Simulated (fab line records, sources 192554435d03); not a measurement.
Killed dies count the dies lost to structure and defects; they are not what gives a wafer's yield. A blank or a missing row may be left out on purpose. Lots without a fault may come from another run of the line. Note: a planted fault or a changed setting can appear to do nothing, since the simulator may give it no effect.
A lot that was struck, set against a sound lot	flow n5-finfet	26 out of 1938 route steps
Sound: wafers L661.1, L661.2, L661.3. Struck: wafers L672.2, L672.4, L672.5. Last of all comes the cause.
Order at every step that has rows: each side's tool, ch and its chambers, its first start. Under that, the readings that differ: sound wafers	struck wafers	difference of the means	sigmas: that difference in standard deviations of wafers without a fault.
alike: words and numbers the same on both sides, and readings whose means are apart by under 2 such deviations; not compared: readings that were withheld, readings missing a value for some wafer, numbers with overlapping values and no deviation given by the record, and bounds like >300 which may hide the same value.
The two part at a step that has a row with sigmas, a row that says differs or no value, or rows on one side only. Non-overlapping numbers with no deviation appear without sigmas and do not part them. Lack of a reading on every wafer of one side parts them only where that side has two or more wafers.

first, 1 step without rows for these wafers: N5_BEOL_M15_STRIP_63 (strips in O2).
N5_BEOL_M15_STRIP_64: strips in O2.
  sound: rie-diel-04 ch 0,1,2; struck: rie-diel-05 ch 0,1,2
  alike: drypump-motor-current-A, oes-product-au, rf-vpp-V, showerhead-plenum-p-Torr, throttle-valve-pct
  not compared: rf-hours-counter-h
then, 2 steps without rows for these wafers: N5_BEOL_M15_STRIP_65 (strips in post etch residue remover, time 60 s); N5_BEOL_M15_SRD_66 (time 30 s, dry time 30 s).
N5_BEOL_M15_CD_MEAS_17 targets a cd of 360 nm.
  sound: cd-sem-02 at day 13 05:17; struck: cd-sem-02 at day 15 18:51
  alike: cd-nm
then, 1 step without rows for these wafers: N5_BEOL_M15_COAT_56 (time 60 s, resist thk 550 nm).
N5_BEOL_M15_ETCH_57: etches SOC in N2/H2, time 750 s.
  sound on rie-diel-02 ch 0,1,3, day 13 05:27; struck on rie-diel-02 ch 0,1,3, day 15 19:07
  alike: drypump-motor-current-A, n2-flow-sccm, oes-product-au, rf-vpp-V, showerhead-plenum-p-Torr, throttle-valve-pct
  not compared: rf-hours-counter-h
then, 5 steps without rows for these wafers: N5_BEOL_M15_COAT_60 (time 60 s, resist thk 89 nm); N5_BEOL_M15_COAT_22 (resist thk 800 nm); N5_BEOL_M15_EBR_24; N5_BEOL_M15_SOFTBAKE_23 (time 60 s); N5_BEOL_M15_EXPOSE_25 (exposes mask M15, target cd 400 nm).
N5_BEOL_M15_PEB_26: peb time 90 s.
  sound on litho-track-03 ch 0, day 13 06:14; struck on litho-track-02 ch 0, day 15 19:47
reading	sound	struck	difference	sigmas
heater-power-total-W (W)	172.7 171.3 172.0	164.9 163.7 163.7	-7.9	-10
plate-temp-C (C)	130.19 129.93 130.05	124.94 125.11 125.06	-5.02	-39
  alike: exhaust-pa
then, 2 steps without rows for these wafers: N5_BEOL_M15_DEVELOP_27 (develop time 45 s); N5_BEOL_M15_HARDBAKE_32 (time 120 s).
N5_BEOL_M15_CD_MEAS_28 targets a cd of 407.6 nm.
  sound on cd-sem-01 ch 0, day 13 06:21; struck on cd-sem-03 ch 0, day 15 19:54
reading	sound	struck	difference	sigmas
cd-nm (nm)	406.4 406.0 408.1	385.7 387.2 386.0	-20.5	-14
N5_BEOL_M15_OVL_MEAS_29:
  sound on overlay-02 ch 0, day 13 06:23; struck on overlay-02 ch 0, day 15 19:56
  alike: M15_OVL
N5_BEOL_M15_INSPECT_30: inspects for defects (macro).
  sound: defect-inspect-02 at day 13 06:25; struck: defect-inspect-01 at day 15 19:57
  alike: raw-defect-count
N5_BEOL_M15_DESCUM_33: chemistry O2, time 7.9 s.
  sound on rie-diel-04 ch 0,2,3, day 13 06:41; struck on rie-diel-05 ch 2,3, day 15 19:59
reading	sound	struck	difference	sigmas
model.BEOL_M15.cd-nm (nm)	406.4 406.2 408	385.4 387 386	-20.7	
  alike: drypump-motor-current-A, oes-product-au, rf-vpp-V, showerhead-plenum-p-Torr, throttle-valve-pct
  not compared: rf-hours-counter-h
then, 1 step without rows for these wafers: N5_BEOL_M15_ETCH_61 (etches BARC in N2/H2, target depth 89 nm, overetch 26.7 nm, time 67.9 s).
N5_BEOL_M15_TRENCH_ETCH_34: etches SiO2 in C4F8/O2/Ar, target depth 872.93 nm, time 199 s.
  sound on rie-diel-04 ch 0,2,3, day 13 06:47; struck on rie-diel-05 ch 2,3, day 15 20:04
  alike: O2_flow_sccm, drypump-motor-current-A, oes_f_703_au, oes-product-au, rf-vpp-V, showerhead-plenum-p-Torr, throttle-valve-pct
  not compared: rf-hours-counter-h
N5_BEOL_M15_STRIP_36: strips in O2.
  sound on rie-diel-04 ch 0,1,2, day 13 10:53; struck on rie-diel-05 ch 0,1,2, day 15 21:46
  alike: drypump-motor-current-A, oes-product-au, rf-vpp-V, showerhead-plenum-p-Torr, throttle-valve-pct
  not compared: rf-hours-counter-h
then, 1 step without rows for these wafers: N5_BEOL_M15_STRIP_62 (strips in O2).
N5_BEOL_M15_STRIP_37: strips in O2.
  sound: rie-diel-04 ch 0,1,2; struck: rie-diel-05 ch 0,1,2
  alike: drypump-motor-current-A, oes-product-au, rf-vpp-V, showerhead-plenum-p-Torr, throttle-valve-pct
  not compared: rf-hours-counter-h
N5_BEOL_M15_ETCH_38: etches SiCN in CF4/N2, target depth 106.4 nm, time 120.5 s.
  sound: rie-diel-04 ch 0,1,2; struck: rie-diel-05 ch 0,1,2
reading	sound	struck	difference	sigmas
model.BEOL_M15.cd-nm (nm)	399.4 396.2 400.8	376.8 378.2 378	-21.1	
  alike: drypump-motor-current-A, n2-flow-sccm, oes-product-au, rf-vpp-V, showerhead-plenum-p-Torr, throttle-valve-pct
  not compared: rf-hours-counter-h
then, 1 step without rows for these wafers: N5_BEOL_M15_PRECLEAN_39 (cleans in residue remover, time 60 s).

WHERE THEY PART
Earliest at N5_BEOL_M15_PEB_26; latest, in this record, at N5_BEOL_M15_CD_MEAS_28. Later steps at which nothing parts them and some readings are alike: N5_BEOL_M15_OVL_MEAS_29, N5_BEOL_M15_INSPECT_30, N5_BEOL_M15_DESCUM_33, N5_BEOL_M15_TRENCH_ETCH_34, N5_BEOL_M15_STRIP_36, N5_BEOL_M15_STRIP_37, N5_BEOL_M15_ETCH_38.

WHY: whatever the simulator had introduced
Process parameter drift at N5_BEOL_M15_PEB_26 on litho-track-02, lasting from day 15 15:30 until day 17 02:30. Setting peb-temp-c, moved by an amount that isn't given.
